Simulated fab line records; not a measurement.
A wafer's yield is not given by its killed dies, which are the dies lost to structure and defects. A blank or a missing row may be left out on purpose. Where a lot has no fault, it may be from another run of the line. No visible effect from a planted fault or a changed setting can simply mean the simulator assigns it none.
A lot that was struck, set against a sound lot || flow n5_finfet || 14 steps out of a route of 1938
Sound: these wafers, L540.2, L540.5, L540.6. The struck wafers were L539.2, L539.3, L539.4. The cause is given at the end.
At each step with rows: each side's tool, then ch and its chambers, then its first start. Under that, the readings that differ: sound wafers || struck wafers || difference of the means || sigmas: that difference in standard deviations of wafers without a fault.
alike: readings whose means differ by less than 2 such deviations, and words and numbers that are the same on both sides. not compared: withheld readings, readings that some wafer has no value for, bounds like >300 that may hide the same value, and numbers for which the record gives no deviation and whose values overlap.
A row with sigmas, a row that says differs or no value, or rows on one side alone: a step with any of these is where the two part. When numbers do not overlap yet have no deviation, they are printed without sigmas and do not part them. Lack of a reading on every wafer of one side parts them only where that side has two or more wafers.

first, 2 steps without rows for these wafers: N5_DUMMY_REMOVAL_SRD_05 (time 30 s); N5_HKMG_FIN_IL_REGROW_00 (material SiO2, chemistry O3, target thk 0.75 nm, time 30 s).
N5_HKMG_FIN_HK_ALD_01: deposits HfO2, target thk 1.6 nm, pulse time 3 s, purge time 3 s.
  sound on ald_hk-03 ch 0,1, day 9 01:17; struck on ald_hk-03 ch 0,1,2, day 8 20:44
  alike: precursor_pulse_height_rel
N5_HKMG_FIN_HK_ANNEAL_02: time 30 s.
  sound on rtp_anneal-02 ch 0, day 9 01:31; struck on rtp_anneal-02 ch 0, day 8 20:58
  alike: lamp_power_pct, wafer_temp_C_max
N5_HKMG_FIN_ALD_74: deposits La2O3, target thk 0.5 nm, pulse time 6 s, co reactant pulse time 1 s.
  sound on ald_hk-02 ch 0,2,3, day 9 01:42; struck on ald_hk-02 ch 0,1,2, day 8 21:08
  alike: heater_power_outer_w, heater_power_w, precursor_pulse_height_rel
N5_HKMG_FIN_ALD_75: deposits Al2O3, target thk 1 nm, co reactant pulse time 1 s.
  sound on ald_hk-02 ch 0,2,3, day 9 01:46; struck on ald_hk-02 ch 0,1,2, day 8 21:13
  alike: heater_power_outer_w, heater_power_w, precursor_pulse_height_rel
then, 6 steps without rows for these wafers: N5_HKMG_FIN_COAT_41 (time 60 s, resist thk 300 nm); N5_HKMG_FIN_COAT_42 (time 60 s, resist thk 35 nm); N5_HKMG_FIN_COAT_43 (resist thk 90 nm); N5_HKMG_FIN_EBR_45; N5_HKMG_FIN_SOFTBAKE_44 (time 60 s); N5_HKMG_FIN_EXPOSE_46 (exposes mask NDIPOLE).
N5_HKMG_FIN_PEB_47: peb time 60 s.
  struck on litho_track-01, day 8 21:29; sound on litho_track-05 ch 0, day 9 02:10
  no value came back on the struck wafers for chill_plate_temp_C (C), exhaust_pa (Pa), peb_time_s (s); on the sound wafers chill_plate_temp_C (C) reads 23.03 22.92 22.97
then, 1 step without rows for these wafers: N5_HKMG_FIN_DEVELOP_48 (develop time 30 s).

== WHERE THEY PART ==
At N5_HKMG_FIN_PEB_47 and nowhere else, as far as this record goes.

WHY: whatever the simulator had introduced
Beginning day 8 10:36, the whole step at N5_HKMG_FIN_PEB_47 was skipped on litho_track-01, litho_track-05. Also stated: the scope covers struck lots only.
